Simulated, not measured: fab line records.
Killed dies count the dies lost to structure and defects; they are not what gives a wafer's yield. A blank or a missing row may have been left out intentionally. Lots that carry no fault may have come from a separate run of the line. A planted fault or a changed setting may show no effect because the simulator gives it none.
Chamber matching | flow n5 finfet | N5_BEOL_M6_PECVD_70 on pecvd-02 has 3 sister chambers
The step deposits SiO2 from TEOS/O2, target thk 20 nm, time 22.7 s. 18 wafers are shown with their chamber, then 9 later ones without.

## EACH WAFER AND ITS CHAMBER
wafer  | chamber | throttle valve pct (%) | showerhead plenum p Torr (Torr) | heater power w (W)
L075.2 | 2       | 19.3                   | 8.75                            | 619
L075.3 | 0       | 21.9                   | 8.72                            | 674
L075.5 | 2       | 19.7                   | 8.78                            | 626
L076.1 | 2       | 20.0                   | 8.77                            | 564
L076.2 | 0       | 21.9                   | 8.73                            | 661
L076.4 | 0       | 22.0                   | 8.74                            | 675
L077.4 | 1       | 23.6                   | 8.84                            | 646
L077.5 | 0       | 21.7                   | 8.73                            | 638
L077.6 | 2       | 19.9                   | 8.79                            | 635
L078.2 | 1       | 23.4                   | 8.84                            | 732
L078.3 | 2       | 19.9                   | 8.77                            | 618
L078.6 | 0       | 22.0                   | 8.74                            | 664
L081.2 | 2       | 19.6                   | 8.77                            | 635
L081.5 | 2       | 19.8                   | 8.77                            | 641
L081.6 | 1       | 23.4                   | 8.86                            | 577
L085.1 | 0       | 22.0                   | 8.73                            | 673
L085.4 | 1       | 23.4                   | 8.84                            | 640
L085.5 | 0       | 22.2                   | 8.74                            | 687

SIGNATURES (means of the wafers above)
reading                  | chamber 0 | chamber 1 | chamber 2 | scatter within a chamber
throttle valve pct       | 21.957    | 23.450    | 19.743    | 0.183
showerhead plenum p Torr | 8.7329    | 8.8450    | 8.7714    | 0.0101
heater power w           | 667.43    | 648.75    | 619.71    | 34.3
Rule: distance of a wafer from a chamber = root of the sum over the readings of ((wafer's reading minus chamber's mean) / reading's scatter) squared. The wafer belongs to the nearest chamber; if the next one is less than 2 further off, it can't be placed. The scatter: take each reading less its chamber's mean, square it, sum over the shown wafers, divide by the number of wafers less the number of chambers, and take the root.

## WAFERS WITH NO CHAMBER GIVEN
wafer  | throttle valve pct (%) | showerhead plenum p Torr (Torr) | heater power w (W)
L089.4 | 19.9                   | 8.77                            | 610
L089.5 | 23.5                   | 8.83                            | 618
L089.6 | 22.1                   | 8.76                            | 666
L093.1 | 23.1                   | 8.82                            | 700
L093.4 | 23.4                   | 8.85                            | 694
L093.6 | 22.2                   | 8.75                            | 706
L097.2 | 22.0                   | 8.75                            | 637
L097.3 | 23.2                   | 8.85                            | 609
L097.5 | 22.0                   | 8.74                            | 630

## THE CHAMBER EACH PASSED THROUGH
wafer  | from the rows above | in truth
L089.4 | 2                   | 2
L089.5 | 1                   | 1
L089.6 | 0                   | 0
L093.1 | 1                   | 1
L093.4 | 1                   | 1
L093.6 | 0                   | 0
L097.2 | 0                   | 0
L097.3 | 1                   | 1
L097.5 | 0                   | 0
Correct placement for 9 of the 9. From these rows, 0 cannot be placed. Placed wrongly: 0.
